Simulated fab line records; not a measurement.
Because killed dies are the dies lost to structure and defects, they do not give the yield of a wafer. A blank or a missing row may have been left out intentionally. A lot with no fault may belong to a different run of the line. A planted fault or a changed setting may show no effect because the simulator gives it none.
A struck lot beside a sound one :: flow n5-finfet :: 39 steps out of a route of 1938
Sound: the wafers L915.3, L915.4, L915.5. The struck wafers were L920.2, L920.4, L920.6. The cause comes at the end.
Order at every step that has rows: each side's tool, ch and its chambers, its first start. Under that, the readings that differ: sound wafers :: struck wafers :: difference of the means :: sigmas: that difference in standard deviations of wafers without a fault.
alike: a reading whose means differ by less than 2 such deviations, as well as words and numbers matching on both sides. not compared: withheld readings; readings where some wafer has no value; bounds like >300 that might hide an equal value; numbers whose values overlap and for which the record gives no deviation.
The two part at a step that has a row with sigmas, a row that says differs or no value, or rows on one side only. Non-overlapping numbers with no deviation appear without sigmas and do not part them. A reading that every wafer of one side lacks parts them only if that side has two wafers or more.

first, 9 steps without rows for these wafers: N5_MOL_CONTACT_COAG_SPUTTER_130 (material Co, target thk 47.5 nm); N5_MOL_CONTACT_COAG_PRECLEAN_125 (cleans in DIW, time 57.5 s); N5_MOL_CONTACT_COAG_SRD_126 (dry time 32 s); N5_MOL_CONTACT_COAG_CMP_23 (polishes, stops on SiO2, t overpolish 1.5 s, target thk 0 nm); N5_MOL_CONTACT_COAG_WET_ETCH_26 (target Co, target depth 13 nm); N5_MOL_CONTACT_COAG_WET_ETCH_116 (etches the open film in SC1-inhibited, target depth 4.6 nm, rinse time 30 s); N5_MOL_CONTACT_COAG_ALD_27 (deposits SiOC, target thk 17 nm, pulse time 1.5 s, time 2720 s); N5_MOL_CONTACT_COAG_CMP_28 (polishes, stops on SiNx, t overpolish 0.85 s, target thk 14.522 nm); N5_MOL_CONTACT_COAG_ALD_123 (deposits SiNx, target thk 5 nm, pulse time 1 s, purge time 2 s).
N5_MOL_CONTACT_COAG_PECVD_31: deposits SiO2 from TEOS/O2, target thk 46 nm, time 8.9 s.
  sound on pecvd-04 ch 0,1, day 6 19:33; struck on pecvd-04 ch 0,1,2, day 8 08:50
reading: chamber-pressure-Torr (Torr)
sound: 6.489 6.490 6.501
struck: - - -
difference: no value on the struck wafers
sigmas: 
  not compared: since-wet-clean-h
then, 19 steps without rows for these wafers: N5_MOL_CONTACT_COAG_COAT_75 (time 60 s, resist thk 60 nm); N5_MOL_CONTACT_COAG_COAT_76 (time 60 s, resist thk 10 nm); N5_MOL_CONTACT_COAG_COAT_77 (time 60 s, resist thk 10 nm); N5_MOL_CONTACT_COAG_COAT_78 (resist thk 40 nm); N5_MOL_CONTACT_COAG_EBR_80; N5_MOL_CONTACT_COAG_SOFTBAKE_79 (time 60 s); N5_MOL_CONTACT_COAG_EXPOSE_81 (exposes mask VG, defocus 0 nm); N5_MOL_CONTACT_COAG_PEB_82 (peb time 60 s); N5_MOL_CONTACT_COAG_DEVELOP_83 (develop time 30 s); N5_MOL_CONTACT_COAG_DESCUM_88 (chemistry O2, time 7 s); N5_MOL_CONTACT_COAG_ETCH_89 (etches underlayer in N2/H2, target depth 13 nm, time 10.4 s); N5_MOL_CONTACT_COAG_ETCH_90 (etches SiARC in CF4, target depth 13 nm, time 21.7 s); N5_MOL_CONTACT_COAG_ALD_131 (deposits SiO2, target thk 5 nm, pulse time 1 s, co reactant pulse time 1 s); N5_MOL_CONTACT_COAG_ETCHBACK_132 (etches SiO2 in CHF3, target depth 10 nm, time 6.7 s); N5_MOL_CONTACT_COAG_ETCH_91 (etches SOC in N2/H2, target depth 60 nm, overetch 21 nm, time 101.2 s); N5_MOL_CONTACT_COAG_STRIP_92 (strips in N2/H2); N5_MOL_CONTACT_COAG_STRIP_93 (strips in N2/H2); N5_MOL_CONTACT_COAG_ETCHBACK_135 (etches SiO2 in CHF3, target depth 25 nm, time 16.7 s); N5_MOL_CONTACT_COAG_STRIP_118 (strips in CHF3).
N5_MOL_CONTACT_COAG_VIA_ETCH_46: etches SiO2 in C4F6/O2, target depth 46 nm, overetch 9.2 nm, time 40 s.
  sound on rie-diel-02 ch 1,2, day 6 20:37; struck on rie-diel-01 ch 2,3, day 8 10:23
  alike: O2_flow_sccm, drypump-motor-current-A, oes-product-au, rf-vpp-V, showerhead-plenum-p-Torr, throttle-valve-pct
  not compared: rf-hours-counter-h, model.etch.depth-nm
then, 5 steps without rows for these wafers: N5_MOL_CONTACT_COAG_STRIP_96 (strips in N2/H2); N5_MOL_CONTACT_COAG_ETCH_47 (etches SiNx in CH3F/O2, stops on W, target depth 27 nm); N5_MOL_CONTACT_COAG_STRIP_119 (strips in N2/H2, time 30 s); N5_MOL_CONTACT_COAG_PRECLEAN_144 (cleans in alkaline clean, time 60 s); N5_MOL_CONTACT_COAG_SRD_145 (time 30 s).
N5_MOL_CONTACT_COAG_CD_MEAS_137 targets a cd of 16 nm.
  sound on cd-sem-01, day 6 20:57; struck on cd-sem-03, day 8 10:45
reading: cd-nm (nm)
sound: 15.8 16.6 16.1
struck: - - -
difference: no value on the struck wafers
sigmas: 
N5_MOL_CONTACT_COAG_INSPECT_42: inspects for defects (brightfield).
  sound on defect-inspect-01, day 6 21:21; struck on defect-inspect-01, day 8 11:09
reading: raw-defect-count
sound: 187 153 158
struck: 1908 1896 2056
difference: +1787
sigmas: +37
N5_BEOL_M4_RC_MEAS_101:
  the record has rows for the sound wafers here (prober-02 ch 0, day 10 11:53) and none for the struck ones
-- a jump in the record: the struck wafers' starts before and after are 8 days apart (it breaks off in module BEOL_M4 and resumes in module PASSIVATION, where the first step shown is number 1936 of the route) --
N5_PASSIVATION_PROBE_49:
  the record has rows for the struck wafers here (prober-01, day 16 08:53) and none for the sound ones

== WHERE THEY PART ==
Last at N5_PASSIVATION_PROBE_49 as far as this record goes, first at N5_MOL_CONTACT_COAG_PECVD_31.

WHY: the cause the simulator had injected
Step skipped in full: pecvd-04, at N5_MOL_CONTACT_COAG_PECVD_31, from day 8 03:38 onward. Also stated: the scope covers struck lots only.
